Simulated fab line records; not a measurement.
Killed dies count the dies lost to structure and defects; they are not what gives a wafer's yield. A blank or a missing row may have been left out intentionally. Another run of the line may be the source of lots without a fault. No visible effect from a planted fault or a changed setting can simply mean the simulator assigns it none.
Matching of chambers :: flow n5 finfet :: N5_BEOL_M2_ETCH_63 on rie diel-04: 4 sister chambers
The step etches SiARC in CF4, target depth 15.6 nm, time 26 s. 8 wafers are shown with their chamber, then 11 later ones without.

WAFERS WITH THEIR CHAMBER
wafer: L080.4
chamber: 2
showerhead plenum p Torr (Torr): 2.11
throttle valve pct (%): 15.91

wafer: L085.1
chamber: 1
showerhead plenum p Torr (Torr): 2.18
throttle valve pct (%): 15.48

wafer: L085.5
chamber: 0
showerhead plenum p Torr (Torr): 2.21
throttle valve pct (%): 15.47

wafer: L085.6
chamber: 1
showerhead plenum p Torr (Torr): 2.18
throttle valve pct (%): 15.47

wafer: L092.2
chamber: 3
showerhead plenum p Torr (Torr): 2.06
throttle valve pct (%): 15.43

wafer: L092.4
chamber: 3
showerhead plenum p Torr (Torr): 2.06
throttle valve pct (%): 15.42

wafer: L092.6
chamber: 2
showerhead plenum p Torr (Torr): 2.10
throttle valve pct (%): 15.96

wafer: L094.1
chamber: 0
showerhead plenum p Torr (Torr): 2.20
throttle valve pct (%): 15.52

WAFERS WITHOUT THEIR CHAMBER
wafer: L094.2
showerhead plenum p Torr (Torr): 2.18
throttle valve pct (%): 15.03

wafer: L094.6
showerhead plenum p Torr (Torr): 2.10
throttle valve pct (%): 15.99

wafer: L095.3
showerhead plenum p Torr (Torr): 2.20
throttle valve pct (%): 15.50

wafer: L095.5
showerhead plenum p Torr (Torr): 2.06
throttle valve pct (%): 15.44

wafer: L095.6
showerhead plenum p Torr (Torr): 2.18
throttle valve pct (%): 15.04

wafer: L096.1
showerhead plenum p Torr (Torr): 2.18
throttle valve pct (%): 15.02

wafer: L096.2
showerhead plenum p Torr (Torr): 2.06
throttle valve pct (%): 15.44

wafer: L096.3
showerhead plenum p Torr (Torr): 2.20
throttle valve pct (%): 15.53

wafer: L096.4
showerhead plenum p Torr (Torr): 2.18
throttle valve pct (%): 15.03

wafer: L096.5
showerhead plenum p Torr (Torr): 2.06
throttle valve pct (%): 15.43

wafer: L096.6
showerhead plenum p Torr (Torr): 2.20
throttle valve pct (%): 15.52

EACH ONE'S CHAMBER
wafer: L094.2
from the rows above: can't be placed: 1 or 0
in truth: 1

wafer: L094.6
from the rows above: 2
in truth: 2

wafer: L095.3
from the rows above: 0
in truth: 0

wafer: L095.5
from the rows above: 3
in truth: 3

wafer: L095.6
from the rows above: can't be placed: 1 or 0
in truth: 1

wafer: L096.1
from the rows above: can't be placed: 1 or 0
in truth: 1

wafer: L096.2
from the rows above: 3
in truth: 3

wafer: L096.3
from the rows above: 0
in truth: 0

wafer: L096.4
from the rows above: can't be placed: 1 or 0
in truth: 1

wafer: L096.5
from the rows above: 3
in truth: 3

wafer: L096.6
from the rows above: 0
in truth: 0
Placed correctly: 7 of 11. Not placeable from these rows: 4 (in 4, the candidates include the true chamber). 0 placed wrongly.
How it was worked out, from the rows above alone: a wafer's distance from a chamber is the root of the sum, over the readings, of the square of ((its reading less the chamber's mean) divided by the reading's scatter). If the next closest chamber is less than 2 further off than the closest, the wafer can't be placed; otherwise it belongs to the closest. For every chamber, the mean is computed from those of its wafers that are shown. The scatter: take each reading less its chamber's mean, square it, sum over the shown wafers, divide by the number of wafers less the number of chambers, and take the root.
